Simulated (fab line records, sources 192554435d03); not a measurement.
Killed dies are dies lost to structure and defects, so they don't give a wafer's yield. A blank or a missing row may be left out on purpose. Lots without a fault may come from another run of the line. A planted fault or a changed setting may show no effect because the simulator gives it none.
Chamber matching | flow n5_finfet | N5_BEOL_M13_ETCH_59 on rie_diel-04: 4 sister chambers
The step etches BARC in N2/H2, target depth 89 nm, overetch 26.7 nm, time 67.9 s. 14 wafers are shown with their chamber, then 7 later ones without.

WAFERS WITH THEIR CHAMBER
wafer  | chamber | showerhead_plenum_p_Torr (Torr) | throttle_valve_pct (%) | oes_product_au (a.u.)
L074.2 | 0       | 2.53                            | 17.80                  | 0.62
L074.3 | 2       | 2.63                            | 17.73                  | 0.61
L074.4 | 1       | 2.47                            | 18.25                  | 0.71
L077.3 | 3       | 2.42                            | 17.89                  | 0.62
L077.5 | 2       | 2.63                            | 17.73                  | 0.61
L077.6 | 3       | 2.42                            | 17.91                  | 0.62
L084.1 | 3       | 2.42                            | 17.90                  | 0.62
L084.3 | 1       | 2.46                            | 18.27                  | 0.68
L084.6 | 2       | 2.63                            | 17.75                  | 0.61
L080.2 | 2       | 2.63                            | 17.75                  | 0.61
L080.5 | 2       | 2.63                            | 17.76                  | 0.61
L080.6 | 3       | 2.42                            | 17.90                  | 0.61
L081.1 | 1       | 2.46                            | 18.30                  | 0.69
L081.2 | 3       | 2.42                            | 17.90                  | 0.61

SIGNATURES (means of the wafers above)
reading                  | chamber 0 | chamber 1 | chamber 2 | chamber 3 | scatter within a chamber
showerhead_plenum_p_Torr | 2.5300    | 2.4633    | 2.6300    | 2.4200    | 0.00258
throttle_valve_pct       | 17.8000   | 18.2733   | 17.7440   | 17.9000   | 0.0148
oes_product_au           | 0.6200    | 0.6933    | 0.6100    | 0.6160    | 0.00766
Rule: a wafer's distance from a chamber is the root of the sum, over the readings, of the square of ((its reading less the chamber's mean) divided by the reading's scatter). The wafer belongs to the nearest chamber; if the next one is less than 2 further off, it can't be placed. The scatter: the root of (the sum of the squares of (reading less its chamber's mean) over the shown wafers, divided by (wafers less chambers)).

WAFERS WITHOUT THEIR CHAMBER
wafer  | showerhead_plenum_p_Torr (Torr) | throttle_valve_pct (%) | oes_product_au (a.u.)
L081.3 | 2.63                            | 17.73                  | 0.61
L093.1 | 2.62                            | 17.76                  | 0.60
L093.4 | 2.52                            | 17.83                  | 0.62
L093.6 | 2.46                            | 18.31                  | 0.68
L097.1 | 2.41                            | 17.92                  | 0.60
L097.3 | 2.46                            | 18.32                  | 0.68
L097.6 | 2.41                            | 17.93                  | 0.60

WHICH CHAMBER EACH WENT THROUGH
wafer  | from the rows above | in truth
L081.3 | 2                   | 2
L093.1 | 2                   | 2
L093.4 | 0                   | 0
L093.6 | 1                   | 1
L097.1 | 3                   | 3
L097.3 | 1                   | 1
L097.6 | 3                   | 3
Placed correctly: 7 of 7. Can't be placed from these rows: 0. Placed wrongly: 0.
